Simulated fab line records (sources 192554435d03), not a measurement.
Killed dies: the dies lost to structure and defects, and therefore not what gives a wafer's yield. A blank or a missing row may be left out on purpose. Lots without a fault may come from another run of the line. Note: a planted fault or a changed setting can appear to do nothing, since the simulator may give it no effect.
A struck lot beside a sound one | flow n5_finfet | 16 out of 1938 route steps
Sound: the wafers L353.2, L353.3, L353.6. Struck: wafers L358.3, L358.6. (L358.5 of the same lot was not struck and is left out.) The cause comes at the end.
Per side, at each step with rows, come the tool, then ch with its chambers, and then its first start. Under that, the readings that differ: sound wafers | struck wafers | difference of the means | sigmas: that difference in standard deviations of wafers without a fault.
alike: words and numbers the same on both sides, and readings whose means are apart by under 2 such deviations; not compared: readings that were withheld, readings missing a value for some wafer, numbers with overlapping values and no deviation given by the record, and bounds like >300 which may hide the same value.
Wherever a step has rows on one side only, a row that says differs or no value, or a row with sigmas, the two part there. Numbers that have no deviation but don't overlap get no sigmas and don't part them. A reading missing from all wafers of one side parts the sides only when that side holds two or more wafers.

first, 7 steps without rows for these wafers: N5_BEOL_M2_COAT_76 (time 60 s, resist thk 5 nm); N5_BEOL_M2_COAT_22 (resist thk 30 nm); N5_BEOL_M2_EBR_24; N5_BEOL_M2_SOFTBAKE_23 (time 60 s); N5_BEOL_M2_EXPOSE_25 (exposes mask V1, defocus 5 nm); N5_BEOL_M2_PEB_26 (peb time 60 s); N5_BEOL_M2_DEVELOP_27 (develop time 30 s).
N5_BEOL_M2_CD_MEAS_28: target cd 26.2 nm, target cd y 24.1 nm.
  sound on cd_sem-02 ch 0, day 6 12:46; struck on cd_sem-03 ch 0, day 7 21:08
  alike: cd_nm
N5_BEOL_M2_OVL_MEAS_29:
  sound on overlay-02 ch 0, day 6 12:48; struck on overlay-02 ch 0, day 7 21:10
  alike: V1_OVL
N5_BEOL_M2_INSPECT_30: inspects for defects (brightfield).
  sound on defect_inspect-02, day 6 12:51; struck on defect_inspect-01, day 7 21:13
  alike: raw_defect_count
N5_BEOL_M2_DESCUM_33: chemistry O2, time 7 s.
  sound on rie_diel-04 ch 1,3, day 6 13:47; struck on rie_diel-03 ch 1, day 7 21:15
  alike: drypump_motor_current_A, oes_product_au, rf_vpp_V, showerhead_plenum_p_Torr, temp_c, throttle_valve_pct
  not compared: rf_hours_counter_h
N5_BEOL_M2_ETCH_77: etches underlayer in N2/H2, target depth 6.5 nm, time 5.2 s.
  sound on rie_diel-04 ch 1,3, day 6 13:49; struck on rie_diel-03 ch 1, day 7 21:17
  alike: bias_w, drypump_motor_current_A, etch_rf_on_time_s, oes_product_au, rf_vpp_V, showerhead_plenum_p_Torr, throttle_valve_pct
  not compared: rf_hours_counter_h
N5_BEOL_M2_ETCH_69: etches SiARC in CF4, target depth 15.6 nm, time 26 s.
  sound on rie_diel-04 ch 1,3, day 6 13:50; struck on rie_diel-03 ch 1, day 7 21:18
  reading               | sound             | struck      | difference | sigmas
  bias_w (W)            | 36.01 35.70 35.88 | 41.22 41.12 | +5.31      | +53
  etch_rf_on_time_s (s) | 25.6 25.9 25.9    | 24.9 24.8   | -0.9       | -3
  rf_vpp_V (V)          | 184.6 186.2 185.4 | 199.6 200.8 | +14.8      | +13
  alike: drypump_motor_current_A, oes_product_au, showerhead_plenum_p_Torr, throttle_valve_pct
  not compared: rf_hours_counter_h
N5_BEOL_M2_ALD_98: deposits SiO2, target thk 2.5 nm, pulse time 1 s, co reactant pulse time 1 s.
  sound on ald_sin-01 ch 0,1, day 6 13:59; struck on ald_sin-03 ch 2, day 7 21:23
  alike: heater_power_w, precursor_pulse_height_rel
N5_BEOL_M4_RC_MEAS_101:
  sound on prober-01 ch 0, day 7 23:43; struck on prober-01 ch 0, day 9 04:05
  alike: DIBL_N, DIBL_P, IOFF_N, IOFF_P, ION_N, ION_P, SS_N, SS_P, VT_N, VT_P
-- record jumps: 4 days separate the struck wafers' starts on either side; left off in module BEOL_M4, taken up again in module PASSIVATION, whose first shown step is the route's number 1936 --
N5_PASSIVATION_PROBE_49:
  the record has rows for the struck wafers here (prober-01, day 13 11:02) and none for the sound ones

== WHERE THEY PART ==
First at N5_BEOL_M2_ETCH_69; last, within this record, at N5_PASSIVATION_PROBE_49.

WHY: the cause the simulator had injected
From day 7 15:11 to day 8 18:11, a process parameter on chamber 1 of rie_diel-03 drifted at N5_BEOL_M2_ETCH_69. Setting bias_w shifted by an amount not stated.
